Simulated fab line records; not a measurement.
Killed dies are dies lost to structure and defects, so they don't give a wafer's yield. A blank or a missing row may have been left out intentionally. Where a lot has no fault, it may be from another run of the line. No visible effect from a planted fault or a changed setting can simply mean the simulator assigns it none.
Matching of chambers :: flow n5 finfet :: 3 sister chambers for N5_BEOL_M10_CURE_71 on uv cure-03
The step cures SiCOH lowk, time 240 s. 3 wafers are shown with their chamber, then 12 later ones without.

WAFERS WITH THEIR CHAMBER
wafer: L074.6
chamber: 1
wafer_temp_C_max: 387.2

wafer: L082.6
chamber: 0
wafer_temp_C_max: 388.2

wafer: L091.5
chamber: 2
wafer_temp_C_max: 387.2

WAFERS WHOSE CHAMBER IS MISSING
wafer: L093.2
wafer_temp_C_max: 386.7

wafer: L093.4
wafer_temp_C_max: 388.1

wafer: L093.5
wafer_temp_C_max: 387.9

wafer: L092.1
wafer_temp_C_max: 387.0

wafer: L092.2
wafer_temp_C_max: 386.5

wafer: L092.5
wafer_temp_C_max: 386.3

wafer: L092.3
wafer_temp_C_max: 386.5

wafer: L092.4
wafer_temp_C_max: 386.7

wafer: L092.6
wafer_temp_C_max: 386.8

wafer: L094.3
wafer_temp_C_max: 386.4

wafer: L094.4
wafer_temp_C_max: 386.3

wafer: L094.5
wafer_temp_C_max: 386.0

WHICH CHAMBER EACH ONE RAN IN
wafer: L093.2
from the rows above: can't be placed: 1 or 2 or 0
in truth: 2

wafer: L093.4
from the rows above: can't be placed: 0 or 1 or 2
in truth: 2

wafer: L093.5
from the rows above: can't be placed: 0 or 1 or 2
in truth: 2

wafer: L092.1
from the rows above: can't be placed: 1 or 2 or 0
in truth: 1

wafer: L092.2
from the rows above: can't be placed: 1 or 2 or 0
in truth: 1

wafer: L092.5
from the rows above: can't be placed: 1 or 2 or 0
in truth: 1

wafer: L092.3
from the rows above: can't be placed: 1 or 2 or 0
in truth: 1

wafer: L092.4
from the rows above: can't be placed: 1 or 2 or 0
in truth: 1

wafer: L092.6
from the rows above: can't be placed: 1 or 2 or 0
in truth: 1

wafer: L094.3
from the rows above: can't be placed: 1 or 2 or 0
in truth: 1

wafer: L094.4
from the rows above: can't be placed: 1 or 2 or 0
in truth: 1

wafer: L094.5
from the rows above: can't be placed: 1 or 2 or 0
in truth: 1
Correct placement for 0 of the 12. Cannot be placed on the basis of these rows: 12; the candidates contain the true chamber in 12. Wrongly placed: 0.
How it was worked out, from the rows above alone: a wafer's distance from a chamber is the root of the sum, over the readings, of the square of ((its reading less the chamber's mean) divided by the reading's scatter). The wafer belongs to the nearest chamber; if the next one is less than 2 further off, it can't be placed. A chamber's mean is the mean of its shown wafers. The scatter (one wafer shown for each chamber): square how far every hidden wafer sits from the nearest shown wafer, average those squares and take the square root.
